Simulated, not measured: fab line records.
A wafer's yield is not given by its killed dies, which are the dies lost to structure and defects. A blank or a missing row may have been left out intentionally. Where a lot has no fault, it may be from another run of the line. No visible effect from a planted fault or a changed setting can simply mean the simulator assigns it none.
Chamber matching ; flow nand harc ; NHARC_A_STAIRCASE_TRIM_12 on rie diel-02: 4 sister chambers
The step chemistry O2, time 211.2 s. 8 wafers are shown with their chamber, then 7 later ones without.

== WAFERS PAIRED WITH THEIR CHAMBERS ==
wafer;chamber;showerhead plenum p Torr (Torr);oes product au (a.u.)
L075.2;0;3.79;1.000
L079.1;3;3.38;0.998
L079.4;0;3.79;1.003
L087.1;2;3.60;0.988
L087.2;1;3.34;0.993
L087.3;3;3.37;0.999
L089.2;1;3.33;0.994
L089.4;2;3.59;1.004

== WAFERS MISSING THEIR CHAMBER ==
wafer;showerhead plenum p Torr (Torr);oes product au (a.u.)
L089.5;3.33;0.997
L095.1;3.33;0.982
L095.4;3.36;1.005
L095.6;3.33;0.989
L097.1;3.59;0.996
L097.4;3.33;0.978
L097.6;3.36;1.011

== WHICH CHAMBER EACH ONE RAN IN ==
wafer;from the rows above;in truth
L089.5;1;1
L095.1;1;1
L095.4;can't be placed: 3 or 1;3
L095.6;1;1
L097.1;2;2
L097.4;1;1
L097.6;can't be placed: 3 or 1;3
Placed correctly: 5 of 7. From these rows, 2 cannot be placed; in 2 the true chamber is one of the candidates. Placed wrongly: 0.
How it was worked out, from the rows above alone: a wafer's distance from a chamber is the root of the sum, over the readings, of the square of ((its reading less the chamber's mean) divided by the reading's scatter). The wafer belongs to the nearest chamber; if the next one is less than 2 further off, it can't be placed. The mean given for a chamber averages the wafers shown for that chamber. How the scatter is found: for the shown wafers, subtract from each reading the mean of its chamber, square and add these, divide the total by (wafers less chambers), then take the root.
